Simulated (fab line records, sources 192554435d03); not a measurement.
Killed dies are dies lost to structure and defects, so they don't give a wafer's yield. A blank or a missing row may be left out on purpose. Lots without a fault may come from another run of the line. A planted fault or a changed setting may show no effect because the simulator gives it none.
Split-lot experiment | flow n5_finfet | 7 lots, 21 wafers read, on a route of 1938 steps

THE SPLIT
At N5_PASSIVATION_ETCH_59 (etches TaN in Cl2/BCl3, target depth 65 nm, time 34.9 s), the setting time_s was moved away from the recipe's 34.9 s on 7 of the 21 wafers read, by -22.1% to +21.5%. The other wafers ran this setting at the recipe's value.

The reading is taken at the split's own step.

THE READING
etch.depth_nm (the simulator's own value, which no gauge read), in nm, at N5_PASSIVATION_ETCH_59 (etches TaN in Cl2/BCl3, target depth 65 nm, time 34.9 s). The file gives no usual value for it. The 14 wafers here that ran the recipe average 62.80 nm, standard deviation 1.2 nm.

wafer  | tool, chamber at the split | time_s as run, s | against the recipe | etch.depth_nm, nm | against lot-mates on the recipe
L082.2 | rie_metal-01, 0            | 34.9             | recipe             | 61.61             | -
L082.3 | rie_metal-01, 0            | 30.33            | -13.1%             | 53.66             | -7.95
L082.5 | rie_metal-01, 1            | 30.33            | -13.1%             | 58.13             | -3.48
L083.4 | rie_metal-01, 0            | 34.9             | recipe             | 60.89             | -
L083.5 | rie_metal-01, 1            | 27.18            | -22.1%             | 51.92             | -9.24
L083.6 | rie_metal-01, 0            | 34.9             | recipe             | 61.44             | -
L084.2 | rie_metal-02, 0            | 41.46            | +18.8%             | 73.89             | +11.68
L084.4 | rie_metal-02, 0            | 34.9             | recipe             | 62.21             | -
L084.5 | rie_metal-02, 1            | 41.46            | +18.8%             | 74.17             | +11.96
L085.2 | rie_metal-02, 1            | 34.9             | recipe             | 63.26             | -
L085.3 | rie_metal-02, 0            | 28.58            | -18.1%             | 51.77             | -11.55
L085.5 | rie_metal-02, 0            | 34.9             | recipe             | 63.39             | -
L088.1 | rie_metal-01, 0            | 34.9             | recipe             | 62.51             | -
L088.2 | rie_metal-01, 0            | 34.9             | recipe             | 63.08             | -
L088.5 | rie_metal-01, 0            | 34.9             | recipe             | 62.11             | -
L093.1 | rie_metal-01, 0            | 34.9             | recipe             | 63.91             | -
L093.3 | rie_metal-01, 0            | 42.39            | +21.5%             | 77.11             | +13.66
L093.4 | rie_metal-01, 0            | 34.9             | recipe             | 62.99             | -
L096.1 | rie_metal-01, 0            | 34.9             | recipe             | 63.31             | -
L096.3 | rie_metal-01, 0            | 34.9             | recipe             | 62.5              | -
L096.4 | rie_metal-01, 1            | 34.9             | recipe             | 65.94             | -

THE FIT
A straight line over all 21 wafers: etch.depth_nm changes by +0.581 nm for each +1% of time_s; r = +0.98; the points scatter about the line by 1.4 nm.
The same after taking each lot's own level away (the mean of its wafers on the recipe; 21 wafers): +0.56 nm for each +1%; r = +0.98; scatter 1.4 nm.
On that fit, the largest move of time_s shifts the reading by 12 nm.
The lots' own levels span 61.165 to 63.917 nm, that is 2.3 times the standard deviation above.
So the lot-to-lot level changes the slope little: the two slopes agree.
Check: with one of the wafers moved furthest among these (-22.1%) left out of the fit, the line predicts -12.9 nm for it against its lot-mates. It came out at -9.24 nm against them.

THE WHOLE CHAIN: every reading that the file lists as answering this split, in the file's order
step                    | what it does                                            | reading                                                        | change (the file's fit)                                                         | r (the file's)
N5_PASSIVATION_ETCH_59  | etches TaN in Cl2/BCl3, target depth 65 nm, time 34.9 s | etch.depth_nm (the simulator's own value, which no gauge read) | +0.557 nm for each +1% of the setting                                           | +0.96
N5_PASSIVATION_PROBE_49 |                                                         | killed_at_M4_up                                                | not straight: 14 at the lowest setting, 25 at the recipe, 177 at the highest    | not given
N5_PASSIVATION_PROBE_49 |                                                         | killed_at_other                                                | not straight: 38 at the lowest setting, 5 at the recipe, 3 at the highest       | not given
N5_PASSIVATION_PROBE_49 |                                                         | sort_bin_5_function                                            | not straight: 8.1 at the lowest setting, 6.1 at the recipe, 19.1 at the highest | not given

THE FILE'S OWN FIT
etch.depth_nm changes by +0.557 nm for each +1% of time_s, r = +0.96.
